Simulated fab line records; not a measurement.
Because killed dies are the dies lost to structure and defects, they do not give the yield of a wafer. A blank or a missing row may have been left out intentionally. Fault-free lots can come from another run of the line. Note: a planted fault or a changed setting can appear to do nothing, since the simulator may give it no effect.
Matching of chambers + flow n5 finfet + N5_DUMMY_GATE_ETCH_31 on rie diel-06 has 4 sister chambers
The step etches SiO2 in C4F6/O2, target depth 82.5 nm, time 27.5 s. 4 wafers are shown with their chamber, then 7 later ones without.

WAFERS PAIRED WITH THEIR CHAMBERS
| wafer  | chamber | drypump motor current A (A) |
|--------|---------|-----------------------------|
| L091.2 | 3       | 5.4                         |
| L091.3 | 1       | 5.4                         |
| L092.2 | 0       | 6.4                         |
| L092.4 | 2       | 6.5                         |

WAFERS WITHOUT THEIR CHAMBER
| wafer  | drypump motor current A (A) |
|--------|-----------------------------|
| L092.6 | 5.5                         |
| L093.2 | 5.4                         |
| L093.3 | 5.4                         |
| L093.6 | 5.5                         |
| L094.3 | 6.5                         |
| L094.4 | 6.4                         |
| L094.5 | 6.4                         |

CHAMBER TAKEN BY EACH
| wafer  | from the rows above     | in truth |
|--------|-------------------------|----------|
| L092.6 | can't be placed: 1 or 3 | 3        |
| L093.2 | can't be placed: 1 or 3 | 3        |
| L093.3 | can't be placed: 1 or 3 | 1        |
| L093.6 | can't be placed: 1 or 3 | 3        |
| L094.3 | can't be placed: 2 or 0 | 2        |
| L094.4 | can't be placed: 0 or 2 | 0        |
| L094.5 | can't be placed: 0 or 2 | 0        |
Correct placement for 0 of the 7. Unplaceable from these rows: 7, with the true chamber sitting among the candidates in 7. Wrongly placed: 0.
How it was worked out, from the rows above alone: a wafer's distance from a chamber is the root of the sum, over the readings, of the square of ((its reading less the chamber's mean) divided by the reading's scatter). If the next closest chamber is less than 2 further off than the closest, the wafer can't be placed; otherwise it belongs to the closest. For every chamber, the mean is computed from those of its wafers that are shown. The scatter (one wafer shown for each chamber): square how far every hidden wafer sits from the nearest shown wafer, average those squares and take the square root.
